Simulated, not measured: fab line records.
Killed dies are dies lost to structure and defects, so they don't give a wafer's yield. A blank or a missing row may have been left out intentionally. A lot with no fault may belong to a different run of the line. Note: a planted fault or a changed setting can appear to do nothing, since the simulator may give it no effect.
A lot that was struck, set against a sound lot	flow n5-finfet	16 steps out of a route of 1938
Sound: these wafers, L822.1, L822.4, L822.6. Struck: wafer L816.3 (left out: L816.1, L816.6 of the same lot, which were not struck); the cause appears at the end.
Each step with rows lists, per side, the tool, then ch with its chambers, then its first start. Under that, the readings that differ: sound wafers	struck wafers	difference of the means	sigmas: that difference in standard deviations of wafers without a fault.
alike: words and numbers the same on both sides, and readings whose means are apart by under 2 such deviations; not compared: readings that were withheld, readings missing a value for some wafer, numbers with overlapping values and no deviation given by the record, and bounds like >300 which may hide the same value.
A row with sigmas, a row that says differs or no value, or rows on one side alone: a step with any of these is where the two part. Numbers that don't overlap but have no deviation are shown without sigmas and don't part them. A reading missing from all wafers of one side parts the sides only when that side holds two or more wafers.

first, 5 steps without rows for these wafers: N5_BEOL_M0_CUTY_EBR_52; N5_BEOL_M0_CUTY_SOFTBAKE_53 (time 60 s); N5_BEOL_M0_CUTY_EXPOSE_54 (exposes mask M0 ABLK); N5_BEOL_M0_CUTY_PEB_55 (peb time 60 s); N5_BEOL_M0_CUTY_DEVELOP_56 (develop time 30 s).
N5_BEOL_M0_CUTY_CD_MEAS_57 targets a cd of 200 nm.
  sound on cd-sem-01 ch 0, day 9 19:56; struck on cd-sem-02 ch 0, day 8 09:40
  alike: cd-nm
N5_BEOL_M0_CUTY_OVL_MEAS_58:
  sound on overlay-01 ch 0, day 9 19:58; struck on overlay-01 ch 0, day 8 09:42
  alike: M0_ABLK_OVL
N5_BEOL_M0_CUTY_INSPECT_59: inspects for defects (macro).
  sound: defect-inspect-02 at day 9 19:59; struck: defect-inspect-02 at day 8 09:44
  alike: raw-defect-count
N5_BEOL_M0_CUTY_DESCUM_61: chemistry O2, time 7.9 s.
  sound on rie-diel-02 ch 0,1,3, day 9 20:02; struck on rie-diel-04 ch 2, day 8 09:47
reading	sound	struck	difference	sigmas
drypump-motor-current-A (A)	6.10 6.31 6.31	5.80	-0.44	-2
oes-product-au (a.u.)	0.90 0.91 0.82	0.70	-0.18	-2
throttle-valve-pct (%)	20.06 20.12 20.44	20.76	+0.55	+2
  alike: chamber-pressure-mTorr, rf-vpp-V, showerhead-plenum-p-Torr
  not compared: rf-hours-counter-h
N5_BEOL_M0_CUTY_ETCH_62: etches SiARC in CF4, time 58.5 s.
  sound on rie-diel-02 ch 0,1,3, day 9 20:04; struck on rie-diel-04 ch 2, day 8 09:50
reading	sound	struck	difference	sigmas
drypump-motor-current-A (A)	6.09 6.27 6.25	5.79	-0.41	-2
throttle-valve-pct (%)	15.17 15.40 15.53	16.06	+0.69	+3
  alike: chamber-pressure-mTorr, etch-rf-on-time-s, oes-product-au, rf-vpp-V, showerhead-plenum-p-Torr
  not compared: rf-hours-counter-h
N5_BEOL_M0_CUTY_ETCH_63: etches SOC in N2/H2, target depth 82.7 nm, overetch 16.5 nm, time 124 s.
  sound on rie-diel-02 ch 0,1,3, day 9 20:07; struck on rie-diel-04 ch 2, day 8 09:52
reading	sound	struck	difference	sigmas
drypump-motor-current-A (A)	6.09 6.29 6.31	5.79	-0.44	-2
throttle-valve-pct (%)	17.50 17.51 17.70	18.22	+0.65	+2
  alike: chamber-pressure-mTorr, oes-product-au, rf-vpp-V, showerhead-plenum-p-Torr
  not compared: rf-hours-counter-h
then, 1 step without rows for these wafers: N5_BEOL_M0_CUTY_STRIP_64 (strips in N2/H2).
N5_BEOL_M0_ETCH_138: etches SiCN in CH3F/O2, target depth 12 nm, time 31.6 s.
  sound on rie-diel-02 ch 0,1,3, day 9 20:14; struck on rie-diel-04 ch 2, day 8 10:00
reading	sound	struck	difference	sigmas
CH3F_flow_sccm (sccm)	30.10 29.83 29.96	30.19	+0.23	+2
chamber-pressure-mTorr (mTorr)	29.979 30.012 29.978	29.930	-0.060	-2
drypump-motor-current-A (A)	6.09 6.31 6.29	5.78	-0.45	-2
etch-rf-on-time-s (s)	28.2 29.1 31.9	21.5	-8.2	-7
throttle-valve-pct (%)	15.97 16.17 16.19	16.70	+0.59	+3
  alike: oes-product-au, rf-vpp-V, showerhead-plenum-p-Torr
  not compared: rf-hours-counter-h
N5_BEOL_M0_HM_OPEN_105: chemistry Cl2/BCl3, target TiN, target depth 12 nm.
  sound on rie-metal-02 ch 0,1, day 9 23:10; struck on rie-metal-01 ch 1, day 8 12:14
  alike: bcl3-flow-sccm, chamber-pressure-mTorr, drypump-motor-current-A, oes_ar_750_au, oes-product-au, throttle-valve-pct
  not compared: rf-hours-counter-h
-- a jump in the record: the struck wafers' starts before and after are 4 days apart (it breaks off in module BEOL_M0 and resumes in module BEOL_M4, where the first step shown is number 1111 of the route) --
N5_BEOL_M4_RC_MEAS_101:
  sound on prober-02 ch 0, day 14 19:55; struck on prober-02 ch 0, day 12 10:59
  alike: DIBL_N, DIBL_P, IOFF_N, IOFF_P, ION_N, ION_P, SS_N, SS_P, VT_N, VT_P
following that, these wafers have no rows for 1 step: N5_PASSIVATION_PROBE_49.

WHERE THEY PART
Last at N5_BEOL_M0_ETCH_138 as far as this record goes, first at N5_BEOL_M0_CUTY_DESCUM_61. Later steps at which nothing parts them and some readings are alike: N5_BEOL_M0_HM_OPEN_105, N5_BEOL_M4_RC_MEAS_101.

WHY: what had been put in by the simulator
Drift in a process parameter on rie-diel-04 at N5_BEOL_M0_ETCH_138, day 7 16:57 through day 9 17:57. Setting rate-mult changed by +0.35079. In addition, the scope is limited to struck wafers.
